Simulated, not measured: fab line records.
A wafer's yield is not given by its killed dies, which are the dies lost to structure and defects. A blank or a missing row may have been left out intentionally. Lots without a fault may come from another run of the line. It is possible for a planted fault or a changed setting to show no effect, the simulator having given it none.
Which tool was responsible? || flow n5-finfet || 72 wafers from 24 lots sampled at 2 of the route's 1938 steps

== WHAT THE GAUGES SHOWED, per wafer ==
N5_BEOL_M3_OCD_MEAS_38.
{"lot": "L074", "measured": "day 7 05:37", "on": "ocd-01", "trench-depth-nm (nm)": "54.2 56.8 54.4"}
{"lot": "L075", "measured": "day 7 14:24", "on": "ocd-02", "trench-depth-nm (nm)": "54.4 54.5 56.0"}
{"lot": "L076", "measured": "day 7 19:12", "on": "ocd-01", "trench-depth-nm (nm)": "55.3 55.3 55.9"}
{"lot": "L078", "measured": "day 7 19:12", "on": "ocd-02", "trench-depth-nm (nm)": "56.1 54.3 54.4"}
{"lot": "L077", "measured": "day 7 22:55", "on": "ocd-02", "trench-depth-nm (nm)": "54.2 55.9 54.2"}
{"lot": "L079", "measured": "day 8 07:59", "on": "ocd-02", "trench-depth-nm (nm)": "55.4 56.7 56.5"}
{"lot": "L080", "measured": "day 9 12:04", "on": "ocd-02", "trench-depth-nm (nm)": "54.9 54.6 55.7"}
{"lot": "L081", "measured": "day 9 18:53", "on": "ocd-01", "trench-depth-nm (nm)": "56.9 56.1 55.9"}
{"lot": "L084", "measured": "day 10 07:35", "on": "ocd-01", "trench-depth-nm (nm)": "56.1 55.5 55.9"}
{"lot": "L083", "measured": "day 10 07:37", "on": "ocd-02", "trench-depth-nm (nm)": "56.9 54.3 56.1"}
{"lot": "L082", "measured": "day 10 15:58", "on": "ocd-01", "trench-depth-nm (nm)": "53.8 55.9 54.3"}
{"lot": "L087", "measured": "day 10 15:58", "on": "ocd-02", "trench-depth-nm (nm)": "55.0 56.8 54.8"}
{"lot": "L086", "measured": "day 10 20:59", "on": "ocd-01", "trench-depth-nm (nm)": "55.4 55.6 55.5"}
{"lot": "L085", "measured": "day 11 05:33", "on": "ocd-02", "trench-depth-nm (nm)": "57.6 55.6 55.3"}
{"lot": "L088", "measured": "day 11 09:07", "on": "ocd-02", "trench-depth-nm (nm)": "55.2 56.2 56.4"}
{"lot": "L089", "measured": "day 11 21:28", "on": "ocd-02", "trench-depth-nm (nm)": "57.1 56.0 56.0"}
{"lot": "L090", "measured": "day 12 01:58", "on": "ocd-02", "trench-depth-nm (nm)": "55.7 55.1 55.0"}
{"lot": "L091", "measured": "day 12 02:26", "on": "ocd-02", "trench-depth-nm (nm)": "56.4 54.5 55.3"}
{"lot": "L092", "measured": "day 12 02:27", "on": "ocd-02", "trench-depth-nm (nm)": "55.6 55.5 54.1"}
{"lot": "L093", "measured": "day 12 05:47", "on": "ocd-02", "trench-depth-nm (nm)": "55.6 53.9 54.6"}
{"lot": "L094", "measured": "day 12 15:34", "on": "ocd-01", "trench-depth-nm (nm)": "55.6 55.4 56.2"}
{"lot": "L095", "measured": "day 12 18:29", "on": "ocd-01", "trench-depth-nm (nm)": "54.7 55.8 55.5"}
{"lot": "L096", "measured": "day 12 21:50", "on": "ocd-02", "trench-depth-nm (nm)": "55.6 55.3 56.3"}
{"lot": "L097", "measured": "day 13 14:10", "on": "ocd-01", "trench-depth-nm (nm)": "56.1 56.4 55.4"}

== TOOL THAT RAN EACH LOT (tool first, then ch and the chambers of the sampled wafers, then the start) ==
{"lot": "L074", "N5_BEOL_M3_TRENCH_ETCH_37": "rie-diel-04 ch 0,1,3, day 7 05:37 or earlier"}
{"lot": "L075", "N5_BEOL_M3_TRENCH_ETCH_37": "rie-diel-04 ch 0,2,3, day 7 14:24 or earlier"}
{"lot": "L076", "N5_BEOL_M3_TRENCH_ETCH_37": "rie-diel-05 ch 1,2, day 7 19:12 or earlier"}
{"lot": "L078", "N5_BEOL_M3_TRENCH_ETCH_37": "rie-diel-04 ch 2,3, day 7 19:12 or earlier"}
{"lot": "L077", "N5_BEOL_M3_TRENCH_ETCH_37": "rie-diel-05 ch 0,1,3, day 7 22:55 or earlier"}
{"lot": "L079", "N5_BEOL_M3_TRENCH_ETCH_37": "rie-diel-03 ch 0,2,3, day 8 07:59 or earlier"}
{"lot": "L080", "N5_BEOL_M3_TRENCH_ETCH_37": "rie-diel-05 ch 0,2,3, day 9 12:04 or earlier"}
{"lot": "L081", "N5_BEOL_M3_TRENCH_ETCH_37": "rie-diel-04 ch 1,2, day 9 18:53 or earlier"}
{"lot": "L084", "N5_BEOL_M3_TRENCH_ETCH_37": "rie-diel-03 ch 0,2,3, day 10 07:35 or earlier"}
{"lot": "L083", "N5_BEOL_M3_TRENCH_ETCH_37": "rie-diel-04 ch 1,2,3, day 10 07:37 or earlier"}
{"lot": "L082", "N5_BEOL_M3_TRENCH_ETCH_37": "rie-diel-04 ch 0,1,3, day 10 15:58 or earlier"}
{"lot": "L087", "N5_BEOL_M3_TRENCH_ETCH_37": "rie-diel-03 ch 1,3, day 10 15:58 or earlier"}
{"lot": "L086", "N5_BEOL_M3_TRENCH_ETCH_37": "rie-diel-03 ch 1,2, day 10 20:59 or earlier"}
{"lot": "L085", "N5_BEOL_M3_TRENCH_ETCH_37": "rie-diel-03 ch 1,2, day 11 05:33 or earlier"}
{"lot": "L088", "N5_BEOL_M3_TRENCH_ETCH_37": "rie-diel-03 ch 1,2,3, day 11 09:07 or earlier"}
{"lot": "L089", "N5_BEOL_M3_TRENCH_ETCH_37": "rie-diel-03 ch 0,1,2, day 11 21:28 or earlier"}
{"lot": "L090", "N5_BEOL_M3_TRENCH_ETCH_37": "rie-diel-03 ch 0,1, day 12 01:58 or earlier"}
{"lot": "L091", "N5_BEOL_M3_TRENCH_ETCH_37": "rie-diel-03 ch 0,1,2, day 12 02:26 or earlier"}
{"lot": "L092", "N5_BEOL_M3_TRENCH_ETCH_37": "rie-diel-04 ch 2,3, day 12 02:27 or earlier"}
{"lot": "L093", "N5_BEOL_M3_TRENCH_ETCH_37": "rie-diel-04 ch 0,1,3, day 12 05:47 or earlier"}
{"lot": "L094", "N5_BEOL_M3_TRENCH_ETCH_37": "rie-diel-04 ch 0,1, day 12 15:34 or earlier"}
{"lot": "L095", "N5_BEOL_M3_TRENCH_ETCH_37": "rie-diel-03 ch 0,1, day 12 18:29 or earlier"}
{"lot": "L096", "N5_BEOL_M3_TRENCH_ETCH_37": "rie-diel-05 ch 1,2,3, day 12 21:50 or earlier"}
{"lot": "L097", "N5_BEOL_M3_TRENCH_ETCH_37": "rie-diel-03 ch 0,2, day 13 14:10 or earlier"}
- N5_BEOL_M3_TRENCH_ETCH_37: etches SiOC in C4F6/O2, target depth 55.555 nm, time 29.2 s.

== AS READ BY THE TOOLS THEMSELVES (means over the sampled wafers that have a number; for cases with no such wafer, the mark the record gives instead) ==
N5_BEOL_M3_TRENCH_ETCH_37.
{"lot": "L074", "tool": "rie-diel-04", "chamber-pressure-mTorr (mTorr)": 30.029, "drypump-motor-current-A (A)": 5.3, "oes-product-au (a.u.)": 0.79, "rf-fwd-power-W (W)": 350.8, "rf-vpp-V (V)": 665, "showerhead-plenum-p-Torr (Torr)": 2.94, "throttle-valve-pct (%)": 20.95}
{"lot": "L075", "tool": "rie-diel-04", "chamber-pressure-mTorr (mTorr)": 29.994, "drypump-motor-current-A (A)": 5.4, "oes-product-au (a.u.)": 0.81, "rf-fwd-power-W (W)": 350.2, "rf-vpp-V (V)": 667, "showerhead-plenum-p-Torr (Torr)": 2.87, "throttle-valve-pct (%)": 20.84}
{"lot": "L076", "tool": "rie-diel-05", "chamber-pressure-mTorr (mTorr)": 29.992, "drypump-motor-current-A (A)": 6.0, "oes-product-au (a.u.)": 0.77, "rf-fwd-power-W (W)": 347.1, "rf-vpp-V (V)": 671, "showerhead-plenum-p-Torr (Torr)": 2.82, "throttle-valve-pct (%)": 20.77}
{"lot": "L078", "tool": "rie-diel-04", "chamber-pressure-mTorr (mTorr)": 29.985, "drypump-motor-current-A (A)": 5.3, "oes-product-au (a.u.)": 0.80, "rf-fwd-power-W (W)": 349.3, "rf-vpp-V (V)": 670, "showerhead-plenum-p-Torr (Torr)": 2.92, "throttle-valve-pct (%)": 20.93}
{"lot": "L077", "tool": "rie-diel-05", "chamber-pressure-mTorr (mTorr)": 29.996, "drypump-motor-current-A (A)": 5.5, "oes-product-au (a.u.)": 0.73, "rf-fwd-power-W (W)": 351.1, "rf-vpp-V (V)": 664, "showerhead-plenum-p-Torr (Torr)": 2.84, "throttle-valve-pct (%)": 20.83}
{"lot": "L079", "tool": "rie-diel-03", "chamber-pressure-mTorr (mTorr)": 30.033, "drypump-motor-current-A (A)": 5.7, "oes-product-au (a.u.)": 0.84, "rf-fwd-power-W (W)": 351.1, "rf-vpp-V (V)": 668, "showerhead-plenum-p-Torr (Torr)": 2.80, "throttle-valve-pct (%)": 20.75}
{"lot": "L080", "tool": "rie-diel-05", "chamber-pressure-mTorr (mTorr)": 29.966, "drypump-motor-current-A (A)": 5.6, "oes-product-au (a.u.)": 0.74, "rf-fwd-power-W (W)": 349.1, "rf-vpp-V (V)": 672, "showerhead-plenum-p-Torr (Torr)": 2.87, "throttle-valve-pct (%)": 20.87}
{"lot": "L081", "tool": "rie-diel-04", "chamber-pressure-mTorr (mTorr)": 29.995, "drypump-motor-current-A (A)": 5.0, "oes-product-au (a.u.)": 0.88, "rf-fwd-power-W (W)": 350.9, "rf-vpp-V (V)": 664, "showerhead-plenum-p-Torr (Torr)": 2.94, "throttle-valve-pct (%)": 20.82}
{"lot": "L084", "tool": "rie-diel-03", "chamber-pressure-mTorr (mTorr)": 29.998, "drypump-motor-current-A (A)": 5.7, "oes-product-au (a.u.)": 0.81, "rf-fwd-power-W (W)": 350.2, "rf-vpp-V (V)": 669, "showerhead-plenum-p-Torr (Torr)": 2.79, "throttle-valve-pct (%)": 20.77}
{"lot": "L083", "tool": "rie-diel-04", "chamber-pressure-mTorr (mTorr)": 30.005, "drypump-motor-current-A (A)": 5.2, "oes-product-au (a.u.)": 0.82, "rf-fwd-power-W (W)": 351.1, "rf-vpp-V (V)": 666, "showerhead-plenum-p-Torr (Torr)": 2.92, "throttle-valve-pct (%)": 20.88}
{"lot": "L082", "tool": "rie-diel-04", "chamber-pressure-mTorr (mTorr)": 30.002, "drypump-motor-current-A (A)": 5.3, "oes-product-au (a.u.)": 0.76, "rf-fwd-power-W (W)": 349.2, "rf-vpp-V (V)": 665, "showerhead-plenum-p-Torr (Torr)": 2.93, "throttle-valve-pct (%)": 20.99}
{"lot": "L087", "tool": "rie-diel-03", "chamber-pressure-mTorr (mTorr)": 30.001, "drypump-motor-current-A (A)": 5.5, "oes-product-au (a.u.)": 0.73, "rf-fwd-power-W (W)": 350.8, "rf-vpp-V (V)": 665, "showerhead-plenum-p-Torr (Torr)": 2.88, "throttle-valve-pct (%)": 20.97}
{"lot": "L086", "tool": "rie-diel-03", "chamber-pressure-mTorr (mTorr)": 29.991, "drypump-motor-current-A (A)": 5.3, "oes-product-au (a.u.)": 0.77, "rf-fwd-power-W (W)": 350.5, "rf-vpp-V (V)": 668, "showerhead-plenum-p-Torr (Torr)": 2.89, "throttle-valve-pct (%)": 20.95}
{"lot": "L085", "tool": "rie-diel-03", "chamber-pressure-mTorr (mTorr)": 29.992, "drypump-motor-current-A (A)": 5.3, "oes-product-au (a.u.)": 0.77, "rf-fwd-power-W (W)": 350.7, "rf-vpp-V (V)": 668, "showerhead-plenum-p-Torr (Torr)": 2.89, "throttle-valve-pct (%)": 20.96}
{"lot": "L088", "tool": "rie-diel-03", "chamber-pressure-mTorr (mTorr)": 29.985, "drypump-motor-current-A (A)": 5.6, "oes-product-au (a.u.)": 0.80, "rf-fwd-power-W (W)": 350.0, "rf-vpp-V (V)": 669, "showerhead-plenum-p-Torr (Torr)": 2.83, "throttle-valve-pct (%)": 20.89}
{"lot": "L089", "tool": "rie-diel-03", "chamber-pressure-mTorr (mTorr)": 30.028, "drypump-motor-current-A (A)": 5.4, "oes-product-au (a.u.)": 0.78, "rf-fwd-power-W (W)": 350.4, "rf-vpp-V (V)": 667, "showerhead-plenum-p-Torr (Torr)": 2.85, "throttle-valve-pct (%)": 20.87}
{"lot": "L090", "tool": "rie-diel-03", "chamber-pressure-mTorr (mTorr)": 29.991, "drypump-motor-current-A (A)": 5.4, "oes-product-au (a.u.)": 0.70, "rf-fwd-power-W (W)": 350.9, "rf-vpp-V (V)": 663, "showerhead-plenum-p-Torr (Torr)": 2.89, "throttle-valve-pct (%)": 20.94}
{"lot": "L091", "tool": "rie-diel-03", "chamber-pressure-mTorr (mTorr)": 30.009, "drypump-motor-current-A (A)": 5.4, "oes-product-au (a.u.)": 0.76, "rf-fwd-power-W (W)": 350.3, "rf-vpp-V (V)": 666, "showerhead-plenum-p-Torr (Torr)": 2.84, "throttle-valve-pct (%)": 20.87}
{"lot": "L092", "tool": "rie-diel-04", "chamber-pressure-mTorr (mTorr)": 29.969, "drypump-motor-current-A (A)": 5.3, "oes-product-au (a.u.)": 0.82, "rf-fwd-power-W (W)": 351.4, "rf-vpp-V (V)": 667, "showerhead-plenum-p-Torr (Torr)": 2.84, "throttle-valve-pct (%)": 20.79}
{"lot": "L093", "tool": "rie-diel-04", "chamber-pressure-mTorr (mTorr)": 30.004, "drypump-motor-current-A (A)": 5.2, "oes-product-au (a.u.)": 0.75, "rf-fwd-power-W (W)": 349.6, "rf-vpp-V (V)": 664, "showerhead-plenum-p-Torr (Torr)": 2.92, "throttle-valve-pct (%)": 21.00}
{"lot": "L094", "tool": "rie-diel-04", "chamber-pressure-mTorr (mTorr)": 30.005, "drypump-motor-current-A (A)": 5.4, "oes-product-au (a.u.)": 0.77, "rf-fwd-power-W (W)": 349.4, "rf-vpp-V (V)": 663, "showerhead-plenum-p-Torr (Torr)": 2.88, "throttle-valve-pct (%)": 20.91}
{"lot": "L095", "tool": "rie-diel-03", "chamber-pressure-mTorr (mTorr)": 30.040, "drypump-motor-current-A (A)": 5.4, "oes-product-au (a.u.)": 0.70, "rf-fwd-power-W (W)": 349.4, "rf-vpp-V (V)": 663, "showerhead-plenum-p-Torr (Torr)": 2.89, "throttle-valve-pct (%)": 20.95}
{"lot": "L096", "tool": "rie-diel-05", "chamber-pressure-mTorr (mTorr)": 29.999, "drypump-motor-current-A (A)": 5.9, "oes-product-au (a.u.)": 0.72, "rf-fwd-power-W (W)": 348.0, "rf-vpp-V (V)": 666, "showerhead-plenum-p-Torr (Torr)": 2.80, "throttle-valve-pct (%)": 20.84}
{"lot": "L097", "tool": "rie-diel-03", "chamber-pressure-mTorr (mTorr)": 30.015, "drypump-motor-current-A (A)": 5.5, "oes-product-au (a.u.)": 0.77, "rf-fwd-power-W (W)": 348.8, "rf-vpp-V (V)": 666, "showerhead-plenum-p-Torr (Torr)": 2.81, "throttle-valve-pct (%)": 20.78}

== THE ANSWER, worked out from the rows above alone ==
Rule: the lots themselves supply what counts as usual. Put in order of their means at a reading, lots are off if they are a third of the lots or fewer, leave a main group of 4 or more, and stand apart from it by a gap of 3 or more times the standard deviation of the main group's means; of several such gaps the widest counts. A main group whose means are all the same, to the digits that the tables above print for the reading, isn't used. A lot without any number at a reading at which 4 lots or more have one is off too. Any other lot the step has rows for is counted as sound. Order of review: gauges by route order, followed by the tools' own readings, for which a lot's mean as printed above is used. At the first step where some lot is off, the reading lying furthest off is the one used; lots without a number count as furthest.
Across all readings shown, no lot is off: no conclusion can be drawn from this.

== WHAT THE SIMULATOR HAD INSERTED ==
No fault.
